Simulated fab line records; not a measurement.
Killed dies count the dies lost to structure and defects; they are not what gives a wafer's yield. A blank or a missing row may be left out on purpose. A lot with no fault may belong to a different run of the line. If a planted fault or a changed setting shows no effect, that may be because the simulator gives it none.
Chamber matching ; flow n5Finfet ; 3 sister chambers for N5_MOL_CONTACT_COAG_CMP_52 on cmp-01
The step polishes, stops on SiO2, t overpolish 1.5 s, target thk 66.5 nm. 6 wafers are shown with their chamber, then 5 later ones without.

== WAFERS, EACH WITH ITS CHAMBER ==
wafer;chamber;motorCurrentA (A);timeToEndpointS (s)
L081.1;2;11.5;18.0
L081.6;3;10.5;15.9
L082.1;1;13.4;12.4
L082.2;2;11.6;14.1
L082.6;1;13.5;15.1
L085.1;3;10.1;14.7

== WAFERS WHOSE CHAMBER IS MISSING ==
wafer;motorCurrentA (A);timeToEndpointS (s)
L085.2;13.9;14.5
L090.1;10.1;16.7
L090.4;11.4;15.3
L094.1;14.2;14.7
L094.2;10.1;13.7

== THE CHAMBER EACH PASSED THROUGH ==
wafer;from the rows above;in truth
L085.2;1;1
L090.1;3;3
L090.4;2;2
L094.1;1;1
L094.2;3;3
Placed correctly: 5 of 5. Can't be placed from these rows: 0. Number placed wrongly: 0.
How it was worked out, from the rows above alone: a wafer's distance from a chamber is the root of the sum, over the readings, of the square of ((its reading less the chamber's mean) divided by the reading's scatter). The wafer belongs to the nearest chamber; if the next one is less than 2 further off, it can't be placed. Each chamber's mean is taken over the wafers shown for it. The scatter: the root of (the sum of the squares of (reading less its chamber's mean) over the shown wafers, divided by (wafers less chambers)).
